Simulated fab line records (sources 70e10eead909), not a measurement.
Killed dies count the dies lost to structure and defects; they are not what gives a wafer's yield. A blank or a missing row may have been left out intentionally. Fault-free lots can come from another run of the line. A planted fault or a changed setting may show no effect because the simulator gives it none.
Which tool did it? ; flow nandHarc ; 42 wafers from 14 lots sampled at 5 of the route's 1159 steps

== WHAT EACH GAUGE READ, for each wafer ==
NHARC_END_SORT_01. Usual: killedAtArray 28, standard deviation 11; killedAtOther 0.8, standard deviation 1.1; killedAtPeriphery 3.3, standard deviation 2.8; killedDies 32, standard deviation 11; killedOpen 3.3, standard deviation 1.9; killedShort 1.9, standard deviation 1.4.
lot;measured;on;killedAtArray;killedAtOther;killedAtPeriphery;killedDies;killedOpen;killedShort;flag
L829;day 22 09:53;prober-02;72 65 53;1 3 0;5 7 5;78 75 58;8 5 3;3 2 1;OFF
L831;day 22 02:00;prober-02;59 63 77;3 5 4;6 5 1;68 73 82;1 2 0;3 0 3;OFF

== WHICH TOOL RAN EACH LOT (tool, then ch and the chambers of the sampled wafers, then the start) ==
lot;NHARC_A_SOURCE_PLATE_CVD_03;NHARC_A_BONDPAD_PRE_CLEAN_26;NHARC_A_BONDPAD_PVD_17;NHARC_THIN_TSV_DEGAS_49
L817;lpcvdPoly-04 ch 0, day 7 09:32;pvdSputter-03, day 19 05:28 or earlier;pvdSputter-03, day 19 05:28 or earlier;pvdSputter-03, day 19 05:28
L818;lpcvdPoly-04 ch 0, day 7 09:32;pvdSputter-01, day 19 04:20 or earlier;pvdSputter-01, day 19 04:20 or earlier;pvdSputter-02, day 19 04:20
L820;lpcvdPoly-03 ch 0, day 7 19:17;pvdSputter-02, day 19 07:54 or earlier;pvdSputter-02, day 19 07:54 or earlier;pvdSputter-02, day 19 07:54
L821;lpcvdPoly-02 ch 0, day 8 02:43;pvdSputter-03, day 20 00:41 or earlier;pvdSputter-03, day 20 00:41 or earlier;pvdSputter-03, day 20 00:41
L822;lpcvdPoly-02 ch 0, day 8 02:43;pvdSputter-01, day 20 02:11 or earlier;pvdSputter-01, day 20 02:11 or earlier;pvdSputter-02, day 20 02:11
L823;lpcvdPoly-04 ch 0, day 8 14:43;pvdSputter-01, day 20 10:17 or earlier;pvdSputter-01, day 20 10:17 or earlier;pvdSputter-02, day 20 10:17
L824;lpcvdPoly-04 ch 0, day 8 14:43;pvdSputter-03, day 20 08:55 or earlier;pvdSputter-03, day 20 08:55 or earlier;pvdSputter-01, day 20 08:55
L825;lpcvdPoly-04 ch 0, day 9 08:06;pvdSputter-01, day 21 02:36 or earlier;pvdSputter-01, day 21 02:36 or earlier;pvdSputter-01, day 21 02:36
L826;lpcvdPoly-04 ch 0, day 9 08:06;pvdSputter-01, day 21 03:56 or earlier;pvdSputter-01, day 21 03:56 or earlier;pvdSputter-02, day 21 03:56
L828;lpcvdPoly-04 ch 0, day 9 13:14;pvdSputter-03, day 21 13:58 or earlier;pvdSputter-03, day 21 13:58 or earlier;pvdSputter-02, day 21 13:58
L829;lpcvdPoly-04 ch 0, day 10 07:34;pvdSputter-03, day 21 15:08 or earlier;pvdSputter-03, day 21 15:08 or earlier;pvdSputter-01, day 21 15:08
L831;lpcvdPoly-04 ch 0, day 10 07:34;pvdSputter-03, day 21 16:16 or earlier;pvdSputter-03, day 21 16:16 or earlier;pvdSputter-03, day 21 16:16
L839;lpcvdPoly-02 ch 0, day 12 11:38;pvdSputter-02, day 24 02:11 or earlier;pvdSputter-02, day 24 02:11 or earlier;pvdSputter-03, day 24 02:11
L840;lpcvdPoly-02 ch 0, day 12 11:38;pvdSputter-03, day 24 18:43 or earlier;pvdSputter-03, day 24 18:43 or earlier;pvdSputter-03, day 24 18:43
- NHARC_A_SOURCE_PLATE_CVD_03: deposits poly-Si, target thk 200 nm, time 4000 s.
- NHARC_A_BONDPAD_PRE_CLEAN_26: time 30 s.
- NHARC_A_BONDPAD_PVD_17: deposits TaN, target thk 5 nm, time 8.06 s.
- NHARC_THIN_TSV_DEGAS_49: time 120 s.

== AS READ BY THE TOOLS THEMSELVES (means over the sampled wafers that have a number; for cases with no such wafer, the mark the record gives instead) ==
NHARC_A_BONDPAD_PRE_CLEAN_26. Usual: 395 W for heaterPowerW, sd 36.
lot;tool;heaterPowerW (W);flag
L817;pvdSputter-03;383;
L818;pvdSputter-01;416;
L820;pvdSputter-02;401;
L821;pvdSputter-03;395;
L822;pvdSputter-01;412;
L823;pvdSputter-01;419;
L824;pvdSputter-03;404;
L825;pvdSputter-01;423;
L826;pvdSputter-01;425;
L828;pvdSputter-03;410;
L829;pvdSputter-03;412;
L831;pvdSputter-03;383;
L839;pvdSputter-02;393;
L840;pvdSputter-03;406;

NHARC_A_BONDPAD_PVD_17. Usual: 30.0 % for throttleValvePct, sd 1.1.
lot;tool;throttleValvePct (%);flag
L817;pvdSputter-03;29.9;
L818;pvdSputter-01;29.0;
L820;pvdSputter-02;29.8;
L821;pvdSputter-03;30.2;
L822;pvdSputter-01;30.1;
L823;pvdSputter-01;29.0;
L824;pvdSputter-03;31.0;
L825;pvdSputter-01;29.0;
L826;pvdSputter-01;29.0;
L828;pvdSputter-03;29.9;
L829;pvdSputter-03;31.2;
L831;pvdSputter-03;30.6;
L839;pvdSputter-02;29.3;
L840;pvdSputter-03;30.1;

NHARC_THIN_TSV_DEGAS_49. Usual: 446 W for heaterPowerW, sd 40.
lot;tool;heaterPowerW (W);flag
L817;pvdSputter-03;462;
L818;pvdSputter-02;420;
L820;pvdSputter-02;427;
L821;pvdSputter-03;441;
L822;pvdSputter-02;473;
L823;pvdSputter-02;427;
L824;pvdSputter-01;490;
L825;pvdSputter-01;468;
L826;pvdSputter-02;416;
L828;pvdSputter-02;410;
L829;pvdSputter-01;470;
L831;pvdSputter-03;458;
L839;pvdSputter-03;454;
L840;pvdSputter-03;437;

== THE ANSWER, worked out from the rows above alone ==
Rule: a lot is off if the mean of its wafers that have a number lies more than 3 standard deviations from the usual mean. Also off: a lot with no number at a reading for which 4 or more lots have one. Any other lot the step has rows for is counted as sound. The gauges are gone through in route order, then the tools' own readings, and for those a lot's mean is taken as printed above. The first step at which some lot is off is used, and at that step the reading that is off furthest; a lot without a number counts as furthest.
Off at NHARC_END_SORT_01 (killedDies): L829, L831. Neither off nor sound, because the step has no rows for them: L817, L818, L820, L821, L822, L823, L824, L825, L826, L828, L839, L840.
A tool fits if, at a process step before that reading, it ran every lot that is off, and no sound lot after the first of them. Those tools and the gauges at NHARC_END_SORT_01 are tried in the same way. Because NHARC_A_BONDPAD_PRE_CLEAN_26 lacks a start for some lots, the hours and order of its lots are taken from NHARC_THIN_TSV_DEGAS_49. Because NHARC_A_BONDPAD_PVD_17 lacks a start for some lots, the hours and order of its lots are taken from NHARC_THIN_TSV_DEGAS_49. Can't be told from this: 3 tools fit, lpcvdPoly-04 at NHARC_A_SOURCE_PLATE_CVD_03, pvdSputter-03 at NHARC_A_BONDPAD_PRE_CLEAN_26 and NHARC_A_BONDPAD_PVD_17, prober-02 at NHARC_END_SORT_01.

== WHAT THE SIMULATOR HAD INSERTED ==
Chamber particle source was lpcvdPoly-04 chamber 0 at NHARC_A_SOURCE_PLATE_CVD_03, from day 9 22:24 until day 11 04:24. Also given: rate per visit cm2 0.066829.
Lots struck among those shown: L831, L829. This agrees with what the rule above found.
